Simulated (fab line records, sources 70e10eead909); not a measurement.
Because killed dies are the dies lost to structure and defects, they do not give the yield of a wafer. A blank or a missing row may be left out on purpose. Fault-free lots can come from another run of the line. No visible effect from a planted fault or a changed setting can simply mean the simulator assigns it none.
Chamber matching || flow nand_harc || NHARC_P_M1_STRIP_18 on rie_diel-03 has 4 sister chambers
The step strips in N2/H2. 14 wafers are shown with their chamber, then 7 later ones without.

WAFERS, EACH WITH ITS CHAMBER
{"wafer": "L075.1", "chamber": 1, "drypump_motor_current_A (A)": 6.1, "oes_product_au (a.u.)": 1.011, "rf_vpp_V (V)": 91.7}
{"wafer": "L075.2", "chamber": 0, "drypump_motor_current_A (A)": 6.4, "oes_product_au (a.u.)": 1.004, "rf_vpp_V (V)": 89.7}
{"wafer": "L075.4", "chamber": 3, "drypump_motor_current_A (A)": 5.4, "oes_product_au (a.u.)": 1.004, "rf_vpp_V (V)": 89.7}
{"wafer": "L080.1", "chamber": 2, "drypump_motor_current_A (A)": 5.2, "oes_product_au (a.u.)": 0.993, "rf_vpp_V (V)": 90.9}
{"wafer": "L080.2", "chamber": 3, "drypump_motor_current_A (A)": 5.5, "oes_product_au (a.u.)": 0.999, "rf_vpp_V (V)": 91.2}
{"wafer": "L080.4", "chamber": 1, "drypump_motor_current_A (A)": 6.1, "oes_product_au (a.u.)": 1.008, "rf_vpp_V (V)": 91.9}
{"wafer": "L082.2", "chamber": 3, "drypump_motor_current_A (A)": 5.5, "oes_product_au (a.u.)": 0.993, "rf_vpp_V (V)": 89.5}
{"wafer": "L082.5", "chamber": 2, "drypump_motor_current_A (A)": 5.2, "oes_product_au (a.u.)": 0.982, "rf_vpp_V (V)": 90.6}
{"wafer": "L082.6", "chamber": 1, "drypump_motor_current_A (A)": 6.1, "oes_product_au (a.u.)": 1.001, "rf_vpp_V (V)": 90.8}
{"wafer": "L083.2", "chamber": 0, "drypump_motor_current_A (A)": 6.4, "oes_product_au (a.u.)": 0.996, "rf_vpp_V (V)": 89.5}
{"wafer": "L083.4", "chamber": 1, "drypump_motor_current_A (A)": 6.1, "oes_product_au (a.u.)": 1.000, "rf_vpp_V (V)": 90.3}
{"wafer": "L083.5", "chamber": 3, "drypump_motor_current_A (A)": 5.4, "oes_product_au (a.u.)": 1.001, "rf_vpp_V (V)": 90.7}
{"wafer": "L089.1", "chamber": 3, "drypump_motor_current_A (A)": 5.4, "oes_product_au (a.u.)": 0.997, "rf_vpp_V (V)": 89.8}
{"wafer": "L089.2", "chamber": 2, "drypump_motor_current_A (A)": 5.2, "oes_product_au (a.u.)": 0.987, "rf_vpp_V (V)": 90.5}

SIGNATURES (means of the wafers above)
{"reading": "drypump_motor_current_A", "chamber 0": 6.400, "chamber 1": 6.100, "chamber 2": 5.200, "chamber 3": 5.440, "scatter within a chamber": 0.0346}
{"reading": "oes_product_au", "chamber 0": 1.00000, "chamber 1": 1.00500, "chamber 2": 0.98733, "chamber 3": 0.99880, "scatter within a chamber": 0.00497}
{"reading": "rf_vpp_V", "chamber 0": 89.600, "chamber 1": 91.175, "chamber 2": 90.667, "chamber 3": 90.180, "scatter within a chamber": 0.629}
Rule: for each reading, subtract the chamber's mean from the wafer's reading, divide by that reading's scatter and square the result; add these up over the readings and take the root, which gives the wafer's distance from the chamber. The wafer belongs to the nearest chamber; if the next one is less than 2 further off, it can't be placed. The scatter: take each reading less its chamber's mean, square it, sum over the shown wafers, divide by the number of wafers less the number of chambers, and take the root.

WAFERS WHOSE CHAMBER IS MISSING
{"wafer": "L089.4", "drypump_motor_current_A (A)": 6.2, "oes_product_au (a.u.)": 1.000, "rf_vpp_V (V)": 90.2}
{"wafer": "L092.1", "drypump_motor_current_A (A)": 5.5, "oes_product_au (a.u.)": 1.012, "rf_vpp_V (V)": 90.2}
{"wafer": "L092.5", "drypump_motor_current_A (A)": 6.3, "oes_product_au (a.u.)": 0.999, "rf_vpp_V (V)": 90.2}
{"wafer": "L092.6", "drypump_motor_current_A (A)": 6.1, "oes_product_au (a.u.)": 1.002, "rf_vpp_V (V)": 89.7}
{"wafer": "L094.3", "drypump_motor_current_A (A)": 5.5, "oes_product_au (a.u.)": 1.012, "rf_vpp_V (V)": 91.1}
{"wafer": "L094.4", "drypump_motor_current_A (A)": 5.3, "oes_product_au (a.u.)": 1.007, "rf_vpp_V (V)": 89.8}
{"wafer": "L094.5", "drypump_motor_current_A (A)": 5.2, "oes_product_au (a.u.)": 0.995, "rf_vpp_V (V)": 89.6}

CHAMBER TAKEN BY EACH
{"wafer": "L089.4", "from the rows above": 1, "in truth": 1}
{"wafer": "L092.1", "from the rows above": 3, "in truth": 3}
{"wafer": "L092.5", "from the rows above": 0, "in truth": 0}
{"wafer": "L092.6", "from the rows above": 1, "in truth": 1}
{"wafer": "L094.3", "from the rows above": 3, "in truth": 3}
{"wafer": "L094.4", "from the rows above": "can't be placed: 3 or 2", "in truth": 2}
{"wafer": "L094.5", "from the rows above": 2, "in truth": 2}
Placed correctly: 6 of 7. From these rows, 1 cannot be placed; in 1 the true chamber is one of the candidates. Placed wrongly: 0.
